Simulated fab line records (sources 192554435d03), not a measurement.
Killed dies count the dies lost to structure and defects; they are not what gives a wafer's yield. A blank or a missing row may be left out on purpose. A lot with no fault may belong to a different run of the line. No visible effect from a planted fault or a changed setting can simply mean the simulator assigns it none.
Split-lot experiment :: flow n5-finfet :: 21 wafers read from 7 lots, route of 1938 steps

ON THE SPLIT
At N5_BEOL_M13_DEP_53 (deposits SiCN from 3MS/NH3, target thk 50 nm, time 17.8 s), the setting time-s was moved away from the recipe's 17.8 s on 7 of the 21 wafers read, by -11.9% to +6.0%. The other wafers ran this setting at the recipe's value.

Reading taken at the split's own step.

THE READING
SiCN_of_BEOL_M13_DEP_53.thk-nm (the simulator's own value, which no gauge read), in nm, at N5_BEOL_M13_DEP_53 (deposits SiCN from 3MS/NH3, target thk 50 nm, time 17.8 s). No usual value for it is given in the file. Here, 14 wafers ran the recipe; their average is 49.8 nm with a standard deviation of 0.57 nm.

wafer: L076.2
tool, chamber at the split: pecvd-03, 2
time-s as run, s: 17.8
against the recipe: recipe
SiCN_of_BEOL_M13_DEP_53.thk-nm, nm: 49.4
against lot-mates on the recipe: -

wafer: L076.3
tool, chamber at the split: pecvd-03, 0
time-s as run, s: 18.86
against the recipe: +6.0%
SiCN_of_BEOL_M13_DEP_53.thk-nm, nm: 52.8
against lot-mates on the recipe: +3.4

wafer: L076.5
tool, chamber at the split: pecvd-03, 1
time-s as run, s: 18.86
against the recipe: +6.0%
SiCN_of_BEOL_M13_DEP_53.thk-nm, nm: 53.4
against lot-mates on the recipe: +4.0

wafer: L074.2
tool, chamber at the split: pecvd-04, 1
time-s as run, s: 17.8
against the recipe: recipe
SiCN_of_BEOL_M13_DEP_53.thk-nm, nm: 49.2
against lot-mates on the recipe: -

wafer: L074.5
tool, chamber at the split: pecvd-04, 1
time-s as run, s: 17.8
against the recipe: recipe
SiCN_of_BEOL_M13_DEP_53.thk-nm, nm: 50.6
against lot-mates on the recipe: -

wafer: L074.6
tool, chamber at the split: pecvd-04, 0
time-s as run, s: 17.8
against the recipe: recipe
SiCN_of_BEOL_M13_DEP_53.thk-nm, nm: 50.4
against lot-mates on the recipe: -

wafer: L082.1
tool, chamber at the split: pecvd-01, 2
time-s as run, s: 17.8
against the recipe: recipe
SiCN_of_BEOL_M13_DEP_53.thk-nm, nm: 48.8
against lot-mates on the recipe: -

wafer: L082.3
tool, chamber at the split: pecvd-01, 0
time-s as run, s: 17.8
against the recipe: recipe
SiCN_of_BEOL_M13_DEP_53.thk-nm, nm: 49
against lot-mates on the recipe: -

wafer: L082.6
tool, chamber at the split: pecvd-01, 0
time-s as run, s: 17.8
against the recipe: recipe
SiCN_of_BEOL_M13_DEP_53.thk-nm, nm: 50
against lot-mates on the recipe: -

wafer: L083.1
tool, chamber at the split: pecvd-04, 0
time-s as run, s: 17.8
against the recipe: recipe
SiCN_of_BEOL_M13_DEP_53.thk-nm, nm: 50.6
against lot-mates on the recipe: -

wafer: L083.2
tool, chamber at the split: pecvd-04, 1
time-s as run, s: 17.8
against the recipe: recipe
SiCN_of_BEOL_M13_DEP_53.thk-nm, nm: 50.2
against lot-mates on the recipe: -

wafer: L083.6
tool, chamber at the split: pecvd-04, 2
time-s as run, s: 17.8
against the recipe: recipe
SiCN_of_BEOL_M13_DEP_53.thk-nm, nm: 50
against lot-mates on the recipe: -

wafer: L085.2
tool, chamber at the split: pecvd-03, 1
time-s as run, s: 17.8
against the recipe: recipe
SiCN_of_BEOL_M13_DEP_53.thk-nm, nm: 49.6
against lot-mates on the recipe: -

wafer: L085.3
tool, chamber at the split: pecvd-03, 0
time-s as run, s: 16.35
against the recipe: -8.1%
SiCN_of_BEOL_M13_DEP_53.thk-nm, nm: 45.4
against lot-mates on the recipe: -4.4

wafer: L085.6
tool, chamber at the split: pecvd-03, 0
time-s as run, s: 17.8
against the recipe: recipe
SiCN_of_BEOL_M13_DEP_53.thk-nm, nm: 50
against lot-mates on the recipe: -

wafer: L084.1
tool, chamber at the split: pecvd-01, 2
time-s as run, s: 18.73
against the recipe: +5.2%
SiCN_of_BEOL_M13_DEP_53.thk-nm, nm: 52.8
against lot-mates on the recipe: +2.8

wafer: L084.5
tool, chamber at the split: pecvd-01, 2
time-s as run, s: 17.8
against the recipe: recipe
SiCN_of_BEOL_M13_DEP_53.thk-nm, nm: 50
against lot-mates on the recipe: -

wafer: L084.6
tool, chamber at the split: pecvd-01, 1
time-s as run, s: 18.73
against the recipe: +5.2%
SiCN_of_BEOL_M13_DEP_53.thk-nm, nm: 53.2
against lot-mates on the recipe: +3.2

wafer: L086.1
tool, chamber at the split: pecvd-01, 2
time-s as run, s: 17.8
against the recipe: recipe
SiCN_of_BEOL_M13_DEP_53.thk-nm, nm: 49.2
against lot-mates on the recipe: -

wafer: L086.2
tool, chamber at the split: pecvd-01, 0
time-s as run, s: 15.68
against the recipe: -11.9%
SiCN_of_BEOL_M13_DEP_53.thk-nm, nm: 44
against lot-mates on the recipe: -5.2

wafer: L086.3
tool, chamber at the split: pecvd-01, 1
time-s as run, s: 15.68
against the recipe: -11.9%
SiCN_of_BEOL_M13_DEP_53.thk-nm, nm: 43.6
against lot-mates on the recipe: -5.6

FIT RESULTS
A straight line over all 21 wafers: SiCN_of_BEOL_M13_DEP_53.thk-nm changes by +0.53 nm for each +1% of time-s; r = +0.98; the points scatter about the line by 0.53 nm.
The same after taking each lot's own level away (the mean of its wafers on the recipe; 21 wafers): +0.507 nm for each +1%; r = +0.98; scatter 0.47 nm.
That fit puts the effect of the largest move of time-s on the reading at 6 nm.
From 49.20 to 50.27 nm: that is the span of the lots' own levels, equal to 1.9 times the standard deviation above.
Consequently the slope shifts little with the lot-to-lot level, the two slopes agreeing.
Check: for one of the wafers moved furthest among these (-11.9%), held out of the fit, the line's prediction against its lot-mates is -6.23 nm. It came out at -5.2 nm against them.

THESE WAFERS: OTHER SPLITS
Other splits were also applied to these wafers ahead of the reading. Each is held against what the fit with the lots' levels taken away leaves over:
other split on the same wafers: N5_BEOL_M13_ILD_DEP_00 time-s
wafers away from the commonest value: 8
r with SiCN_of_BEOL_M13_DEP_53.thk-nm (lot level and that fit taken away): +0.14

FILE'S OWN FIT
SiCN_of_BEOL_M13_DEP_53.thk-nm changes by +0.509 nm for each +1% of time-s, r = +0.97.
